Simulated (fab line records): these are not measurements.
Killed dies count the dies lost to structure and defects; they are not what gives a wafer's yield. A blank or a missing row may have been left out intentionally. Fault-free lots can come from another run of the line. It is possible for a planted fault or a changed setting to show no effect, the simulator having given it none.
Chamber matching -- flow nand-harc -- 4 sister chambers for NHARC_A_BONDPAD_CMP_29 on cmp-03
The step polishes SiCN, target thk 200 nm. 8 wafers are shown with their chamber, then 11 later ones without.

## EACH WAFER AND ITS CHAMBER
wafer,chamber,motor-current-A (A)
L084.1,0,11.4
L080.1,1,12.7
L080.2,0,11.1
L081.2,1,12.0
L081.4,3,13.3
L089.2,3,13.6
L089.6,2,13.2
L087.4,2,13.3

## WAFERS WHOSE CHAMBER IS MISSING
wafer,motor-current-A (A)
L087.5,13.7
L087.6,12.1
L092.2,12.1
L092.5,12.8
L092.6,12.8
L097.3,13.4
L097.4,13.3
L097.6,12.4
L095.1,13.3
L095.2,13.9
L095.6,12.8

## THE CHAMBER EACH PASSED THROUGH
wafer,from the rows above,in truth
L087.5,can't be placed: 3 or 2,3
L087.6,1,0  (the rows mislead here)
L092.2,1,1
L092.5,can't be placed: 2 or 1 or 3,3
L092.6,can't be placed: 2 or 1 or 3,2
L097.3,can't be placed: 3 or 2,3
L097.4,can't be placed: 2 or 3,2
L097.6,1,1
L095.1,can't be placed: 2 or 3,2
L095.2,can't be placed: 3 or 2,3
L095.6,can't be placed: 2 or 1 or 3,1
Placed correctly: 2 of 11. Unplaceable from these rows: 8, with the true chamber sitting among the candidates in 8. Number placed wrongly: 1.
How it was worked out, from the rows above alone: a wafer's distance from a chamber is the root of the sum, over the readings, of the square of ((its reading less the chamber's mean) divided by the reading's scatter). If the next closest chamber is less than 2 further off than the closest, the wafer can't be placed; otherwise it belongs to the closest. For every chamber, the mean is computed from those of its wafers that are shown. The scatter: take each reading less its chamber's mean, square it, sum over the shown wafers, divide by the number of wafers less the number of chambers, and take the root.
